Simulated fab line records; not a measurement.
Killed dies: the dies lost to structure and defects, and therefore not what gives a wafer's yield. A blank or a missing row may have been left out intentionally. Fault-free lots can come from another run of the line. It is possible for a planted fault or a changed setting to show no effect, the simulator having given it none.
8D (eight disciplines) problem report, filled in by code    flow nand harc    the parts of the form that need people (team, actions taken, sign-off) are left out

1. WHAT WENT WRONG
Wafers without a fault read 303, standard deviation 73; raw defect count at NHARC_A_SIN_REMOVE_INSPECT_04 reads a mean of 1240 on 3 wafers belonging to 2 lots. That is +13 standard deviations from the usual mean.
The first sign was on wafer L595.2 at day 17 12:46, on defect inspect-02. Wafers with a number at this step in the record: 36, from 12 lots. By rule, "out" or "out of limits" means more than 4 standard deviations away from the usual mean. The other wafers with a number count as sound.

2. WHAT IT IS, AND WHAT IT ISN'T
question                     is                                    is not
which readings at this step  raw defect count                      -
which lots                   L595, L596                            L587, L589, L590, L591, L592, L593, L594, L597, L606, L607
which wafers of those lots   L595.2, L596.4, L596.5                L595.1, L595.5, L596.3
read on which gauges         defect inspect-01, defect inspect-02  -
when                         from day 17 12:46                     up to then (23 sound wafers); but 10 sound wafers of L596, L597, L606, L607 came after

3. WHAT RULES OUT EACH SUSPECT
Counting: if a tool at a process step up to the reading ran every lot that is out, it stays a suspect. Sound lots after the first of them don't rule it out here, since some wafers of a struck lot are sound.
- the gauge at NHARC_A_SIN_REMOVE_INSPECT_04 is ruled out. The wafers that are out were read on 2 gauges (defect inspect-01, defect inspect-02).
- har etch-01 at NHARC_A_SLIT_ETCH_17 (etches the open film in C4F8/O2/Ar, time 1687.5 s, target depth 10100 nm): kept. It ran every lot that is out, first L596 (day 17 02:58); its last sound lot up to then is L594 (day 16 19:39).
- At NHARC_A_SLIT_ETCH_17 on har etch-01, chamber 0 took the sound wafers of the same lots and chamber 1 took the wafers that are out.
Remaining after the count: har etch-01 at NHARC_A_SLIT_ETCH_17.

4. THE CAUSE (what the simulator had put in)
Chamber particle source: har etch-01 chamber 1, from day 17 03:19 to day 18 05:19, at NHARC_A_SLIT_ETCH_17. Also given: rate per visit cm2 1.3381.
Only this tool survived the counting.

5. SEQUENCE OF EFFECTS, ordered by route
One row per reading whose mean, taken over the struck wafers that have a number, lies over 3 standard deviations from the usual. Readings are gone through only where the record gives a usual standard deviation; hours: the median, over the lots, of the time from a lot's start at the first step in this table giving one to that lot's start at this step; sigmas: the change measured in usual standard deviations.
hours  step                           reading           usual  on struck wafers  change  sigmas
0      NHARC_A_SIN_REMOVE_INSPECT_04  raw defect count  303    1240              +937    +13
116    NHARC_END_SORT_01              killed at array   27     120               +93     +11
116    NHARC_END_SORT_01              killed dies       31     121               +90     +10

6. WHAT WOULD HAVE CAUGHT IT SOONER
In this record the first reading out of limits at a measuring or inspecting step was taken at day 17 12:46, 9 hours after the fault began at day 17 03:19.
An alarm limit of 4 standard deviations would not have fired on the tool readings at NHARC_A_SLIT_ETCH_17 for which the record gives a usual standard deviation, since none of them was out on any struck wafer.
All the lots that are out (2) had begun NHARC_A_SLIT_ETCH_17 on har etch-01 by day 17 12:46. Had the tool been put on hold then, not one of them would have been saved.
